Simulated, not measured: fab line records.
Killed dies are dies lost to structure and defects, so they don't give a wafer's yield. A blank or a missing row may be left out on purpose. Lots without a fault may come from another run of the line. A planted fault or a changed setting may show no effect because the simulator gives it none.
Which tool did it? + flow n5 finfet + Sampling: 9 lots, 26 wafers, 4 of 1938 route steps

== WHAT EACH GAUGE READ, for each wafer ==
N5_BEOL_M13_THK_MEAS_01.
| lot  | measured     | on            | M13_ILD_THK (nm) |
|------|--------------|---------------|------------------|
| L959 | day 11 01:12 | film metro-02 | 844 840 859      |
| L958 | day 11 01:28 | film metro-02 | 834 834 844      |
| L960 | day 11 09:17 | film metro-01 | 830 853 832      |
| L963 | day 12 10:53 | film metro-02 | 835 838 856      |
| L970 | day 14 09:59 | film metro-02 | 839 1217 1231    |
| L972 | day 14 21:10 | film metro-01 | 1201 1227        |
| L974 | day 14 21:58 | film metro-01 | 1200 844 851     |
| L975 | day 15 05:52 | film metro-01 | 835 841 844      |
| L979 | day 16 04:32 | film metro-02 | 837 844 855      |

== WHAT TOOL EACH LOT RAN ON (gives the tool, then ch and the chambers of the sampled wafers, and finally the start) ==
| lot  | N5_BEOL_M12_DEGAS_41         | N5_BEOL_M12_ANNEAL_48            | N5_BEOL_M13_ILD_DEP_00          |
|------|------------------------------|----------------------------------|---------------------------------|
| L959 | pvd sputter-01, day 10 23:44 | rtp anneal-02 ch 0, day 11 00:14 | pecvd-04 ch 1,2, day 11 01:02   |
| L958 | pvd sputter-02, day 10 23:58 | rtp anneal-02 ch 0, day 11 00:31 | pecvd-04 ch 0,1, day 11 01:19   |
| L960 | pvd sputter-01, day 11 07:50 | rtp anneal-01 ch 0, day 11 08:23 | pecvd-04 ch 0,2, day 11 09:08   |
| L963 | pvd sputter-02, day 12 09:27 | rtp anneal-01 ch 0, day 12 10:00 | pecvd-02 ch 0,1,2, day 12 10:44 |
| L970 | pvd sputter-02, day 14 08:22 | rtp anneal-02 ch 0, day 14 09:02 | pecvd-02 ch 1,2, day 14 09:50   |
| L972 | pvd sputter-03, day 14 19:17 | rtp anneal-01 ch 0, day 14 20:20 | pecvd-02 ch 1, day 14 21:01     |
| L974 | pvd sputter-01, day 14 20:32 | rtp anneal-02 ch 0, day 14 21:07 | pecvd-02 ch 0,1, day 14 21:49   |
| L975 | pvd sputter-01, day 15 04:25 | rtp anneal-02 ch 0, day 15 04:55 | pecvd-03 ch 0,1,2, day 15 05:42 |
| L979 | pvd sputter-02, day 16 03:06 | rtp anneal-02 ch 0, day 16 03:36 | pecvd-04 ch 1,2, day 16 04:23   |
- N5_BEOL_M12_DEGAS_41: time 60 s.
- N5_BEOL_M12_ANNEAL_48: time 90 s.
- N5_BEOL_M13_ILD_DEP_00: deposits SiOC from DEMS/O2, target thk 837.92 nm, time 166.4 s.

== THE ANSWER, worked out from the rows above alone ==
Rule: the usual values come from the lots themselves. Put in order of their means at a reading, lots are off if they are a third of the lots or fewer, leave a main group of 4 or more, and stand apart from it by a gap of 3 or more times the standard deviation of the main group's means; of several such gaps the widest counts. A main group whose means are all the same, to the digits that the tables above print for the reading, isn't used. A lot without any number at a reading at which 4 lots or more have one is off too. Where the step has rows for the other lots, those lots are counted as sound.
Off: L970, L972, L974, at N5_BEOL_M13_THK_MEAS_01 (M13_ILD_THK). Main group: mean 842 nm, sd 3.7.
If a tool, at a process step before that reading, ran all the lots that are off and no sound lot after the first of them, it fits. The gauges at N5_BEOL_M13_THK_MEAS_01 are tried like those tools. One candidate fits, namely pecvd-02 at N5_BEOL_M13_ILD_DEP_00. A fault onset in the window from L963 (day 12 10:44, its last sound lot) to L970 (day 14 09:50, its first lot off) fits.

== WHAT WAS PUT IN BY THE SIMULATOR ==
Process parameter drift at N5_BEOL_M13_ILD_DEP_00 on pecvd-02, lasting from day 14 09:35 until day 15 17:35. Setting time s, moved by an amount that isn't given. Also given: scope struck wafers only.
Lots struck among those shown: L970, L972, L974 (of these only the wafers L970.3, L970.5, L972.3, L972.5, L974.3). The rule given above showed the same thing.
